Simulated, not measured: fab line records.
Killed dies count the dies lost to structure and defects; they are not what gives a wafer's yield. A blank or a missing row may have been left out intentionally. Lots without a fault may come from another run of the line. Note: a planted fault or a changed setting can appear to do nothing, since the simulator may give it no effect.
Split-lot study	flow n5Finfet	39 wafers read from 7 lots, route of 1938 steps

ABOUT THE SPLIT
At N5_SD_EPI_N_EPI_21 (deposits Si:P, time 690 s), the setting epiGrowthTimeS was moved away from the recipe's 690 s on 9 of the 39 wafers read, by -48.3% to +21.9%. This setting was run at the recipe's value on the other wafers.

FROM THE SPLIT TO THE READING: what the file shows between them, 9 steps
- N5_SD_EPI_N_EPI_MEAS_23
- N5_SD_EPI_N_PRECLEAN_24: cleans in O3/DIW, time 60 s
- N5_SD_EPI_N_SRD_25: time 30 s
- N5_SD_EPI_P_EPI_21: deposits SiGe:B, time 355 s
- N5_SD_EPI_P_HM_STRIP_48: strips SiNx in H3PO4, material SiNx, target depth 3 nm
- N5_SD_EPI_P_SRD_49: time 30 s
- N5_SD_EPI_P_PRECLEAN_24: cleans in O3/DIW, time 45 s
- N5_SD_ACTIVATION_RTA_00: time 0 s
- N5_SD_ACTIVATION_LSA_01: time 0.0008 s

THE READING
RS_SD_N, in ohm/sq, at N5_SD_ACTIVATION_RS_MEAS_03 (measures by four-point-probe). Typical for fault-free wafers on this fab line: 21.93 ohm/sq, with standard deviation 0.3 ohm/sq.

wafer	tool, chamber at the split	epiGrowthTimeS as run, s	against the recipe	RS_SD_N, ohm/sq	against lot-mates on the recipe
L075.1	epiRpcvd-04, 0	690	recipe	22.20	-
L075.2	epiRpcvd-04, 0	690	recipe	22.23	-
L075.3	epiRpcvd-04, 0	690	recipe	22.01	-
L075.4	epiRpcvd-04, 0	690	recipe	22.10	-
L075.5	epiRpcvd-04, 0	690	recipe	22.26	-
L075.6	epiRpcvd-04, 0	690	recipe	21.89	-
L076.1	epiRpcvd-04, 0	690	recipe	21.60	-
L076.2	epiRpcvd-04, 0	690	recipe	21.56	-
L076.3	epiRpcvd-04, 0	690	recipe	21.30	-
L076.4	epiRpcvd-04, 0	690	recipe	21.79	-
L076.5	epiRpcvd-04, 0	690	recipe	21.40	-
L076.6	epiRpcvd-04, 0	690	recipe	21.68	-
L078.1	epiRpcvd-02, 0	690	recipe	22.31	-
L078.2	epiRpcvd-02, 0	690	recipe	21.89	-
L078.3	epiRpcvd-02, 0	690	recipe	22.22	-
L078.4	epiRpcvd-02, 0	356.4	-48.3%	40.07	+17.93
L078.5	epiRpcvd-02, 0	356.4	-48.3%	39.81	+17.67
L078.6	epiRpcvd-02, 0	356.4	-48.3%	40.38	+18.24
L082.1	epiRpcvd-02, 0	840.9	+21.9%	18.80	-2.64
L082.2	epiRpcvd-02, 0	690	recipe	21.66	-
L082.3	epiRpcvd-02, 0	840.9	+21.9%	18.87	-2.57
L082.4	epiRpcvd-02, 0	840.9	+21.9%	19.09	-2.35
L082.5	epiRpcvd-02, 0	690	recipe	21.45	-
L082.6	epiRpcvd-02, 0	690	recipe	21.22	-
L089.1	epiRpcvd-02, 0	690	recipe	21.47	-
L089.2	epiRpcvd-02, 0	690	recipe	21.78	-
L089.3	epiRpcvd-02, 0	690	recipe	21.71	-
L089.4	epiRpcvd-02, 0	690	recipe	21.75	-
L089.5	epiRpcvd-02, 0	690	recipe	21.74	-
L089.6	epiRpcvd-02, 0	690	recipe	21.66	-
L092.1	epiRpcvd-02, 0	690	recipe	21.83	-
L092.3	epiRpcvd-02, 0	690	recipe	21.53	-
L092.5	epiRpcvd-02, 0	690	recipe	21.70	-
L093.1	epiRpcvd-04, 0	690	recipe	21.91	-
L093.2	epiRpcvd-04, 0	690	recipe	21.86	-
L093.3	epiRpcvd-04, 0	454.2	-34.2%	30.40	+8.53
L093.4	epiRpcvd-04, 0	454.2	-34.2%	30.95	+9.08
L093.5	epiRpcvd-04, 0	690	recipe	21.84	-
L093.6	epiRpcvd-04, 0	454.2	-34.2%	30.36	+8.49

FIT RESULTS
A straight line over all 39 wafers: RS_SD_N changes by -0.307 ohm/sq for each +1% of epiGrowthTimeS; r = -0.96; the points scatter about the line by 1.5 ohm/sq.
The same after taking each lot's own level away (the mean of its wafers on the recipe; 39 wafers): -0.299 ohm/sq for each +1%; r = -0.96; scatter 1.5 ohm/sq.
According to that fit, moving epiGrowthTimeS by its largest amount changes the reading by 14 ohm/sq.
Measured against the standard deviation above, the lots' own levels, which go from 21.443 to 22.140 ohm/sq, span 2.3 times it.
The two slopes are in agreement: the lot-to-lot level therefore moves the slope only a little.
Check: +14.2 ohm/sq against its lot-mates is what the line predicts for one of the wafers moved furthest among these (-48.3%) when that wafer is left out of the fit. It came out at +17.9 ohm/sq against them.

THE OTHER SPLITS THESE WAFERS WENT THROUGH
Other splits were also applied to these wafers ahead of the reading. Each is held against what the fit with the lots' levels taken away leaves over:
other split on the same wafers	wafers away from the commonest value	r with RS_SD_N (lot level and that fit taken away)
N5_PMOS_HMC_CHANNEL_EPI_DEVELOP_08 developTimeS	18	+0.18
N5_FIN_SAQP_DESCUM_21 timeS	12	-0.16

THE WHOLE CHAIN: every reading that the file lists as answering this split, in the file's order
step	what it does	reading	change (the file's fit)	r (the file's)
N5_SD_EPI_N_EPI_21	deposits Si:P, time 690 s	Si-P_of_SD_EPI_N_EPI_21.thkNm (the simulator's own value, which no gauge read)	+0.508 nm for each +1% of the setting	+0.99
N5_SD_EPI_N_EPI_MEAS_23		thkNm	withheld for each +1% of the setting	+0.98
N5_SD_EPI_P_HM_STRIP_48	strips SiNx in H3PO4, material SiNx, target depth 3 nm	Si-P_of_SD_EPI_N_EPI_21.thkNm (the simulator's own value, which no gauge read)	+0.504 nm for each +1% of the setting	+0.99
N5_SD_ACTIVATION_RS_MEAS_03	measures by four-point-probe	RS_SD_N	-0.306 for each +1% of the setting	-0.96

FILE'S OWN FIT
RS_SD_N changes by -0.306 ohm/sq for each +1% of epiGrowthTimeS, r = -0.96.
